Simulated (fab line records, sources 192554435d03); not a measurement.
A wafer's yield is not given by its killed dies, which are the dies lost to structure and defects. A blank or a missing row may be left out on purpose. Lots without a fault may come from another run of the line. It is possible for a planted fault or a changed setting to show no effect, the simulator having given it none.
2 desks looking at one fault ; flow n5_finfet ; each desk holds nothing but its own numbers, with what lay behind them at the end

== DESK OF THE TOOL OWNER: arfi_scanner-01 ==
The tool's own readings at N5_BEOL_M11_EXPOSE_25 (exposes mask V10): means of the sampled wafers that have a number, for each lot that ran on this tool. The brackets show how far a lot's mean lies from the usual mean; more than 4 standard deviations puts the lot out of limits, marked OUT.
Columns: A = exposure_dose_mJ_cm2 at N5_BEOL_M11_EXPOSE_25, usual 85.44; B = focus_offset_nm at N5_BEOL_M11_EXPOSE_25, usual 0.0 nm
lot;first seen here;A;B
L659;day 11 04:14;85.42;-0.1
L661;day 11 12:57;85.45;-0.0
L665;day 12 21:29;79.47 (-75) OUT;-0.5
L667;day 13 18:37;80.55 (-61) OUT;0.2
Finding of this desk: L665, L667 out of limits; the first was L665 at day 12 21:29, on exposure_dose_mJ_cm2 at N5_BEOL_M11_EXPOSE_25. Within limits: L659, L661.

== THE METROLOGY DESK ==
What the gauges read for every lot (on any tool): the sampled wafers with a number, averaged. The brackets show how far a lot's mean lies from the usual mean; more than 4 standard deviations puts the lot out of limits, marked OUT.
Columns: A = cd_nm at N5_BEOL_M11_CD_MEAS_18, usual 70.3 nm; B = cd_nm at N5_BEOL_M11_CD_MEAS_28, usual 70.5 nm; C = V10_OVL at N5_BEOL_M11_OVL_MEAS_29, usual -0.5 nm
lot;first seen here;A;B;C
L659;day 11 02:49;70.4;70.6;-0.7
L661;day 11 11:00;70.5;70.0;-1.0
L665;day 12 19:57;71.2;64.5 (-5.0) OUT;-0.6
L667;day 13 16:01;70.0;64.6 (-4.9) OUT;0.1
L671;day 14 11:38;68.7;71.2;-0.5
L672;day 14 16:35;70.5;70.4;0.2
Finding of this desk: L665, L667 out of limits; the first was L665 at day 12 21:37, on cd_nm at N5_BEOL_M11_CD_MEAS_28. Within limits: L659, L661, L671, L672.

== BROUGHT TOGETHER ==
On L665, L667, at day 12 21:29, an alarm was possible from the tool owner's desk.
L665, L667 would have let the metrology desk raise an alarm at day 12 21:37.
The lots listed all ran N5_BEOL_M11_EXPOSE_25 on arfi_scanner-01.

== WHAT WAS PUT IN BY THE SIMULATOR ==
Process parameter drift: arfi_scanner-01, from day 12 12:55 on, at N5_BEOL_M11_EXPOSE_25. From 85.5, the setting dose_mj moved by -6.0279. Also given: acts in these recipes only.
Struck lots among those shown: L665, L667.
Counting hours from when the fault started, the first reading out of limits came at 9 for the tool owner's desk and at 9 for the metrology desk.
